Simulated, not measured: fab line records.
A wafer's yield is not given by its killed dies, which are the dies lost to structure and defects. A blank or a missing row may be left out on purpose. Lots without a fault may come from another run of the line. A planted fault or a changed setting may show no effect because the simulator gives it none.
fab line records + flow n5Finfet + part 2 of 2: steps 5 to 6 of 6
record
- lots=19
- wafers=57
- lastDay=19
route steps=1938 shown BEOL_M8@1346
lots with no fault: from the same line, run without faults
startH: hours from the record's first day to the start of the lot's first wafer shown + waitH: how many hours have passed since the lot's step before this one + " identical to the entry in the row above + L1.1+2: a single row standing in for several wafers + - value missing, or start not given + * or withheld: withheld + < > ~ a bound
route shown NAME@n: a module of which the file shows steps, and the number in the route of the first + usual: mean/standard deviation of fault-free wafers + same: alike in all rows + chamber/n: place in a boat + sites: readings site by site + _std_site: standard deviation of those values + _edge_site: the outer-site mean with the inner-site mean subtracted + radiusMm: how far each site lies from the wafer's centre + mask NAME#n: copy n + behind: the most recent tool/chamber to have shaped the wafer + hold: cause of the lot's hold/its duration in hours/its outcome + device: which transistor (n, p or np) failed to switch + end of line: at the end of the route, the tests of the same wafers + a step given without rows: its recipe and nothing more + killed: the dies lost at the first sort to structure and to defects; this is not the yield of the wafer + map: the dies of a wafer, with x for killed, . for not killed, _ for no die there
set.NAME: the setting that was run; set.NAME@STEP: the one run at that earlier step + model.NAME: the simulator's own value behind a step, which no gauge read
a sample of lots followed through the steps of the route, with each step as a table and each wafer as a row
services: when a tool's chamber went out of use (startH, in hours from the record's first day, below 0 if earlier), for how many hours, and the reason
## steps
# step N5_BEOL_M8_TRENCH_ETCH_37
# recipe
- chemistry=C4F6/O2
- targetDepthA=934.78
- target=SiCOH_lowk
- timeS=31.2
- ionEnergyEv=250
- pressureMtorr=30
- sourceW=345
- biasW=185
- Ar_flow_sccm=300
- C4F6_flow_sccm=10
- O2_flow_sccm=10
# usual
- drypumpMotorCurrentA=5.9/0.43
- mfcArSccm=299.9/0.92
- oesProductAu=0.81/0.076
- rfVppV=671/12
- showerheadPlenumPTorr=2.86/0.11
- throttleValvePct=20.94/0.26
| lot.wafer | tool       | chamber | startH | waitH | drypumpMotorCurrentA | mfcArSccm | oesProductAu | rfHoursCounterH | rfVppV | showerheadPlenumPTorr | throttleValvePct |
|-----------|------------|---------|--------|-------|----------------------|-----------|--------------|-----------------|--------|-----------------------|------------------|
| L076.3    | rieDiel-02 | 0       | -      | -     | 6.4                  | 300.1     | 0.72         | 198             | 688    | 2.72                  | 21.12            |
| L076.4    | "          | 3       | "      | "     | 6.3                  | 299.2     | 0.88         | 49              | 667    | 2.90                  | 20.96            |
| L076.6    | "          | 3       | "      | "     | 6.3                  | 299.1     | 0.89         | -               | 666    | 2.90                  | 20.95            |
| L075.2    | rieDiel-04 | 3       | -      | -     | 5.3                  | 299.4     | 0.88         | 41              | 655    | 2.78                  | 20.61            |
| L075.4    | "          | 0       | "      | "     | 6.3                  | 299.7     | 0.92         | 21              | 675    | 2.78                  | 20.57            |
| L075.5    | "          | 2       | "      | "     | 6.3                  | 300.0     | 0.71         | -               | 673    | 2.70                  | 21.35            |
| L077.2    | rieDiel-03 | 3       | -      | -     | 5.4                  | 299.3     | 0.83         | 60              | 690    | 2.99                  | 20.60            |
| L077.4    | "          | 1       | "      | "     | 5.9                  | 299.2     | 0.82         | 70              | 663    | 2.91                  | 21.30            |
| L077.5    | "          | 0       | "      | "     | 5.7                  | 300.1     | 0.70         | -               | 648    | 2.68                  | 21.10            |
| L078.1    | rieDiel-03 | 2       | -      | -     | 5.1                  | 300.7     | 0.69         | 214             | 686    | 2.83                  | 20.97            |
| L078.3    | "          | 3       | "      | "     | 5.4                  | 299.4     | 0.82         | 60              | 691    | 2.99                  | 20.58            |
| L078.5    | "          | 0       | "      | "     | 5.7                  | 299.5     | 0.69         | -               | 647    | 2.68                  | 21.09            |
| L079.1    | rieDiel-03 | 2       | -      | -     | 5.1                  | 298.6     | 0.68         | 216             | 687    | 2.83                  | 20.96            |
| L079.2    | "          | 3       | "      | "     | 5.4                  | 300.7     | 0.82         | 63              | 689    | 2.99                  | 20.60            |
| L079.6    | "          | 2       | "      | "     | 5.1                  | 300.6     | 0.68         | -               | 685    | 2.83                  | 20.95            |
| L080.2    | rieDiel-03 | 3       | -      | -     | 5.4                  | 300.3     | 0.82         | 64              | 688    | 2.99                  | 20.60            |
| L080.3    | "          | 1       | "      | "     | 5.9                  | 298.9     | 0.81         | 74              | 665    | 2.90                  | 21.31            |
| L080.4    | "          | 3       | "      | "     | 5.4                  | 301.2     | 0.82         | -               | 690    | 2.99                  | 20.60            |
| L082.2    | rieDiel-02 | 3       | -      | -     | 6.4                  | 298.9     | 0.87         | 57              | 664    | 2.89                  | 20.96            |
| L082.3    | "          | 2       | "      | "     | 6.0                  | 300.6     | 0.78         | 151             | 680    | 2.99                  | 20.97            |
| L082.4    | "          | 0       | "      | "     | 6.4                  | 299.8     | 0.71         | 206             | 686    | 2.72                  | 21.12            |
| L083.1    | rieDiel-02 | 0       | -      | -     | 6.4                  | 300.9     | 0.71         | 208             | 688    | 2.72                  | 21.12            |
| L083.2    | "          | 3       | "      | "     | 6.4                  | 301.3     | 0.86         | 59              | 666    | 2.89                  | 20.97            |
| L083.4    | "          | 1       | "      | "     | 6.2                  | 300.5     | 0.88         | 32              | 674    | 3.02                  | 20.66            |
| L084.1    | rieDiel-04 | 0       | -      | -     | 6.3                  | 299.0     | 0.91         | 32              | 673    | 2.78                  | 20.58            |
| L084.2    | "          | 1       | "      | "     | 6.3                  | 299.4     | 0.87         | 62              | 659    | 2.91                  | 21.05            |
| L084.4    | "          | 2       | "      | "     | 6.3                  | 300.3     | 0.71         | 224             | 671    | 2.70                  | 21.37            |
| L088.2    | rieDiel-04 | 3       | -      | -     | 5.3                  | 299.0     | 0.84         | 72              | 654    | 2.77                  | 20.67            |
| L088.3    | "          | 2       | "      | "     | 6.3                  | 298.9     | 0.69         | 244             | 672    | 2.69                  | 21.40            |
| L088.5    | "          | 0       | "      | "     | 6.3                  | 299.7     | 0.87         | -               | 672    | 2.77                  | 20.61            |
| L094.3    | rieDiel-04 | 0       | -      | -     | 6.3                  | 300.4     | 0.87         | 53              | 673    | 2.77                  | 20.62            |
| L094.4    | "          | 3       | "      | "     | 5.3                  | 299.5     | 0.83         | 75              | 652    | 2.77                  | 20.67            |
| L094.5    | "          | 2       | "      | "     | 6.3                  | 298.9     | 0.69         | -               | 673    | 2.69                  | 21.41            |
| L095.2    | rieDiel-02 | 2       | -      | -     | 6.0                  | 300.2     | 0.76         | 184             | 679    | 2.97                  | 21.00            |
| L095.5    | "          | 0       | "      | "     | 6.3                  | 299.9     | 0.68         | -               | 685    | 2.70                  | 21.18            |
| L095.6    | "          | 3       | "      | "     | 6.4                  | 299.4     | 0.82         | -               | 665    | 2.88                  | 21.01            |
| L090.1    | rieDiel-04 | 1       | -      | -     | 6.3                  | 301.2     | 0.83         | 87              | 657    | 2.90                  | 21.08            |
| L090.3    | "          | 2       | "      | "     | 6.3                  | 300.2     | 0.69         | 248             | 671    | 2.69                  | 21.41            |
| L090.6    | "          | 0       | "      | "     | 6.3                  | 301.8     | 0.87         | -               | 671    | 2.77                  | 20.62            |
| L089.3    | rieDiel-04 | 0       | -      | -     | 6.3                  | 298.0     | 0.86         | 57              | 674    | 2.77                  | 20.63            |
| L089.5    | "          | 1       | "      | "     | 6.3                  | 299.5     | 0.83         | -               | 658    | 2.89                  | 21.10            |
| L089.6    | "          | 3       | "      | "     | 5.3                  | 300.8     | 0.84         | -               | 653    | 2.76                  | 20.66            |
| L091.1    | rieDiel-04 | 3       | -      | -     | 5.3                  | 300.3     | 0.82         | 83              | 653    | 2.76                  | 20.67            |
| L091.2    | "          | 1       | "      | "     | 6.3                  | 300.9     | 0.83         | 93              | 659    | 2.89                  | 21.10            |
| L091.3    | "          | 0       | "      | "     | 6.3                  | 298.6     | 0.86         | 61              | 673    | 2.77                  | 20.64            |
| L093.2    | rieDiel-03 | 0       | -      | -     | 5.7                  | 300.3     | 0.91         | 31              | 659    | 3.01                  | 20.79            |
| L093.3    | "          | 1       | "      | "     | 5.9                  | 299.4     | 0.76         | 119             | 663    | 2.88                  | 21.35            |
| L093.6    | "          | 0       | "      | "     | 5.7                  | 300.4     | 0.92         | -               | 657    | 3.01                  | 20.82            |
| L087.1    | rieDiel-03 | 2       | -      | -     | 5.1                  | 299.7     | 0.93         | 6               | 685    | 2.81                  | 20.71            |
| L087.2    | "          | 1       | "      | "     | 5.9                  | 299.8     | 0.76         | 119             | 663    | 2.88                  | 21.38            |
| L087.3    | "          | 0       | "      | "     | 5.7                  | 299.8     | 0.91         | 31              | 659    | 3.01                  | 20.80            |
| L096.1    | rieDiel-02 | 2       | -      | -     | 6.0                  | 300.2     | 0.75         | 194             | 679    | 2.97                  | 21.02            |
| L096.4    | "          | 3       | "      | "     | 6.3                  | 299.1     | 0.81         | 101             | 664    | 2.87                  | 21.01            |
| L096.5    | "          | 0       | "      | "     | 6.4                  | 300.2     | 0.67         | -               | 684    | 2.70                  | 21.19            |
| L097.1    | rieDiel-03 | 2       | -      | -     | 5.1                  | 299.3     | 0.91         | 12              | 686    | 2.81                  | 20.73            |
| L097.3    | "          | 3       | "      | "     | 5.4                  | 300.9     | 0.77         | 114             | 690    | 2.96                  | 20.68            |
| L097.6    | "          | 1       | "      | "     | 5.9                  | 300.1     | 0.77         | -               | 662    | 2.88                  | 21.38            |
# step N5_BEOL_M8_ETCH_41
# recipe
- chemistry=CH3F/O2
- target=SiCN
- targetDepthA=319
- taperDeg=2
- timeS=57.8
- ionEnergyEv=120
- maskMaterial=TiN
- pressureMtorr=30
- sourceW=395
- biasW=75
- Ar_flow_sccm=150
- CH3F_flow_sccm=30
- O2_flow_sccm=20
# usual
- CH3F_flow_sccm=30.00/0.091
- drypumpMotorCurrentA=5.9/0.43
- mfcArSccm=150.0/0.46
- oesProductAu=0.81/0.076
- rfVppV=297.5/1.6
- showerheadPlenumPTorr=2.01/0.079
- throttleValvePct=16.31/0.26
| lot.wafer | tool       | chamber | startH | waitH | CH3F_flow_sccm | drypumpMotorCurrentA | mfcArSccm | oesProductAu | rfHoursCounterH | rfVppV | showerheadPlenumPTorr | throttleValvePct |
|-----------|------------|---------|--------|-------|----------------|----------------------|-----------|--------------|-----------------|--------|-----------------------|------------------|
| L076.3    | rieDiel-02 | 0       | -      | -     | 30.10          | 6.4                  | 149.9     | 0.72         | 198             | 294.7  | 1.91                  | 16.51            |
| L076.4    | "          | 3       | "      | "     | 30.00          | 6.3                  | 149.9     | 0.88         | 49              | 298.1  | 2.04                  | 16.25            |
| L076.6    | "          | 3       | "      | "     | 29.93          | 6.3                  | 150.3     | 0.88         | -               | 297.0  | 2.03                  | 16.26            |
| L075.2    | rieDiel-04 | 3       | -      | -     | 30.01          | 5.3                  | 150.2     | 0.89         | 41              | 297.8  | 1.95                  | 15.99            |
| L075.4    | "          | 0       | "      | "     | 30.14          | 6.3                  | 151.1     | 0.92         | 21              | 295.8  | 1.96                  | 15.95            |
| L075.5    | "          | 2       | "      | "     | 30.03          | 6.3                  | 150.0     | 0.71         | -               | 295.1  | 1.90                  | 16.79            |
| L077.2    | rieDiel-03 | 3       | -      | -     | 30.06          | 5.4                  | 149.7     | 0.82         | 60              | 300.3  | 2.10                  | 15.98            |
| L077.4    | "          | 1       | "      | "     | 29.74          | 5.9                  | 149.8     | 0.82         | 70              | 297.4  | 2.04                  | 16.61            |
| L077.5    | "          | 0       | "      | "     | 29.88          | 5.7                  | 149.7     | 0.68         | -               | 294.6  | 1.88                  | 16.56            |
| L078.1    | rieDiel-03 | 2       | -      | -     | 30.02          | 5.1                  | 149.7     | 0.69         | 214             | 297.7  | 1.99                  | 16.41            |
| L078.3    | "          | 3       | "      | "     | 29.97          | 5.4                  | 149.7     | 0.82         | 60              | 300.0  | 2.10                  | 16.01            |
| L078.5    | "          | 0       | "      | "     | 29.92          | 5.7                  | 149.6     | 0.69         | -               | 295.6  | 1.88                  | 16.55            |
| L079.1    | rieDiel-03 | 2       | -      | -     | 30.08          | 5.1                  | 149.6     | 0.70         | 216             | 295.2  | 1.99                  | 16.40            |
| L079.2    | "          | 3       | "      | "     | 30.01          | 5.4                  | 149.6     | 0.82         | 63              | 298.9  | 2.10                  | 16.00            |
| L079.6    | "          | 2       | "      | "     | 30.01          | 5.1                  | 149.7     | 0.69         | -               | 296.7  | 1.98                  | 16.42            |
| L080.2    | rieDiel-03 | 3       | -      | -     | 30.03          | 5.4                  | 149.2     | 0.83         | 64              | 300.1  | 2.10                  | 16.01            |
| L080.3    | "          | 1       | "      | "     | 30.01          | 5.9                  | 149.8     | 0.82         | 74              | 299.3  | 2.04                  | 16.63            |
| L080.4    | "          | 3       | "      | "     | 30.04          | 5.4                  | 149.8     | 0.82         | -               | 299.7  | 2.10                  | 16.00            |
| L082.2    | rieDiel-02 | 3       | -      | -     | 29.94          | 6.4                  | 150.0     | 0.87         | 57              | 298.0  | 2.03                  | 16.29            |
| L082.3    | "          | 2       | "      | "     | 29.88          | 6.0                  | 149.7     | 0.79         | 151             | 298.4  | 2.10                  | 16.31            |
| L082.4    | "          | 0       | "      | "     | 30.17          | 6.4                  | 149.4     | 0.71         | 206             | 295.2  | 1.90                  | 16.54            |
| L083.1    | rieDiel-02 | 0       | -      | -     | 29.98          | 6.4                  | 150.4     | 0.71         | 208             | 295.4  | 1.90                  | 16.54            |
| L083.2    | "          | 3       | "      | "     | 29.95          | 6.3                  | 149.5     | 0.85         | 59              | 297.6  | 2.03                  | 16.31            |
| L083.4    | "          | 1       | "      | "     | 29.93          | 6.2                  | 150.2     | 0.88         | 32              | 299.8  | 2.13                  | 16.02            |
| L084.1    | rieDiel-04 | 0       | -      | -     | 30.05          | 6.2                  | 149.6     | 0.91         | 32              | 296.7  | 1.95                  | 15.96            |
| L084.2    | "          | 1       | "      | "     | 30.02          | 6.3                  | 150.9     | 0.87         | 62              | 298.1  | 2.04                  | 16.40            |
| L084.4    | "          | 2       | "      | "     | 30.07          | 6.3                  | 149.8     | 0.71         | 224             | 295.8  | 1.89                  | 16.80            |
| L088.2    | rieDiel-04 | 3       | -      | -     | 30.05          | 5.3                  | 149.3     | 0.83         | 72              | 295.7  | 1.94                  | 16.05            |
| L088.3    | "          | 2       | "      | "     | 29.83          | 6.3                  | 149.8     | 0.68         | 244             | 294.7  | 1.88                  | 16.84            |
| L088.5    | "          | 0       | "      | "     | 30.05          | 6.3                  | 150.1     | 0.88         | -               | 296.2  | 1.95                  | 16.02            |
| L094.3    | rieDiel-04 | 0       | -      | -     | 30.10          | 6.2                  | 150.5     | 0.87         | 53              | 295.5  | 1.94                  | 16.04            |
| L094.4    | "          | 3       | "      | "     | 30.01          | 5.3                  | 150.2     | 0.84         | 75              | 298.0  | 1.94                  | 16.04            |
| L094.5    | "          | 2       | "      | "     | 30.08          | 6.3                  | 149.9     | 0.69         | -               | 295.7  | 1.88                  | 16.85            |
| L095.2    | rieDiel-02 | 2       | -      | -     | 30.06          | 6.0                  | 149.9     | 0.76         | 184             | 299.2  | 2.09                  | 16.36            |
| L095.5    | "          | 0       | "      | "     | 30.03          | 6.4                  | 149.7     | 0.68         | -               | 296.3  | 1.89                  | 16.59            |
| L095.6    | "          | 3       | "      | "     | 29.97          | 6.3                  | 150.2     | 0.82         | -               | 297.3  | 2.02                  | 16.36            |
| L090.1    | rieDiel-04 | 1       | -      | -     | 29.98          | 6.3                  | 150.0     | 0.84         | 87              | 297.9  | 2.04                  | 16.43            |
| L090.3    | "          | 2       | "      | "     | 30.06          | 6.3                  | 150.4     | 0.69         | 248             | 295.9  | 1.88                  | 16.84            |
| L090.6    | "          | 0       | "      | "     | 30.06          | 6.3                  | 150.5     | 0.88         | -               | 296.9  | 1.94                  | 16.01            |
| L089.3    | rieDiel-04 | 0       | -      | -     | 30.01          | 6.2                  | 149.8     | 0.86         | 57              | 296.1  | 1.94                  | 16.03            |
| L089.5    | "          | 1       | "      | "     | 30.31          | 6.3                  | 149.8     | 0.84         | -               | 297.9  | 2.03                  | 16.45            |
| L089.6    | "          | 3       | "      | "     | 29.93          | 5.3                  | 150.5     | 0.82         | -               | 296.7  | 1.94                  | 16.06            |
| L091.1    | rieDiel-04 | 3       | -      | -     | 29.90          | 5.3                  | 149.8     | 0.83         | 83              | 297.1  | 1.94                  | 16.06            |
| L091.2    | "          | 1       | "      | "     | 29.92          | 6.3                  | 150.6     | 0.84         | 93              | 299.0  | 2.03                  | 16.44            |
| L091.3    | "          | 0       | "      | "     | 29.98          | 6.3                  | 150.2     | 0.86         | 61              | 295.3  | 1.94                  | 16.02            |
| L093.2    | rieDiel-03 | 0       | -      | -     | 29.88          | 5.7                  | 150.0     | 0.91         | 31              | 299.6  | 2.12                  | 16.16            |
| L093.3    | "          | 1       | "      | "     | 30.00          | 5.9                  | 150.1     | 0.77         | 119             | 298.4  | 2.02                  | 16.72            |
| L093.6    | "          | 0       | "      | "     | 29.84          | 5.7                  | 150.1     | 0.93         | -               | 299.5  | 2.12                  | 16.16            |
| L087.1    | rieDiel-03 | 2       | -      | -     | 29.86          | 5.1                  | 150.3     | 0.94         | 6               | 295.8  | 1.97                  | 16.05            |
| L087.2    | "          | 1       | "      | "     | 30.12          | 5.9                  | 150.6     | 0.76         | 119             | 297.1  | 2.02                  | 16.70            |
| L087.3    | "          | 0       | "      | "     | 29.98          | 5.7                  | 150.7     | 0.92         | 31              | 299.3  | 2.12                  | 16.16            |
| L096.1    | rieDiel-02 | 2       | -      | -     | 29.95          | 6.0                  | 149.8     | 0.75         | 194             | 298.4  | 2.08                  | 16.39            |
| L096.4    | "          | 3       | "      | "     | 30.08          | 6.3                  | 150.3     | 0.80         | 101             | 297.5  | 2.02                  | 16.37            |
| L096.5    | "          | 0       | "      | "     | 29.97          | 6.4                  | 149.9     | 0.68         | -               | 294.9  | 1.89                  | 16.61            |
| L097.1    | rieDiel-03 | 2       | -      | -     | 29.94          | 5.1                  | 150.2     | 0.91         | 12              | 297.3  | 1.97                  | 16.05            |
| L097.3    | "          | 3       | "      | "     | 30.02          | 5.4                  | 150.6     | 0.76         | 114             | 298.8  | 2.09                  | 16.11            |
| L097.6    | "          | 1       | "      | "     | 29.93          | 5.9                  | 148.9     | 0.76         | -               | 297.4  | 2.02                  | 16.72            |
## services
| tool       | chamber | startH | hours | kind                         |
|------------|---------|--------|-------|------------------------------|
| rieDiel-04 | -       | 181.13 | 14.6  | pm                           |
| rieDiel-03 | 0       | 229.05 | -     | clean                        |
| rieDiel-03 | 0       | 229.05 | -     | consumableReplace:focusRing  |
| rieDiel-03 | 0       | 229.05 | -     | consumableReplace:showerhead |
| rieDiel-03 | 0       | 229.05 | 21.1  | scheduledDown                |
| rieDiel-03 | 0       | 229.05 | 21.1  | ventCycle                    |
| rieDiel-03 | -       | 246.82 | 1.1   | repair                       |
| rieDiel-04 | 0       | 253.23 | 8.6   | repair                       |
| rieDiel-04 | -       | 273.54 | 1.3   | repair                       |
| rieDiel-03 | 2       | 318.77 | -     | clean                        |
| rieDiel-03 | 2       | 318.77 | -     | consumableReplace:focusRing  |
| rieDiel-03 | 2       | 318.77 | 18.0  | scheduledDown                |
| rieDiel-03 | 2       | 318.77 | 18.0  | ventCycle                    |
| rieDiel-04 | 2       | 335.69 | -     | clean                        |
| rieDiel-04 | 2       | 335.69 | -     | consumableReplace:focusRing  |
| rieDiel-04 | 2       | 335.69 | -     | consumableReplace:showerhead |
| rieDiel-04 | 2       | 335.69 | 20.3  | scheduledDown                |
| rieDiel-04 | 2       | 335.69 | 20.3  | ventCycle                    |
| rieDiel-02 | 0       | 367.04 | -     | clean                        |
| rieDiel-02 | 0       | 367.04 | -     | consumableReplace:focusRing  |
| rieDiel-02 | 0       | 367.04 | 15.8  | scheduledDown                |
| rieDiel-02 | 0       | 367.04 | 15.8  | ventCycle                    |
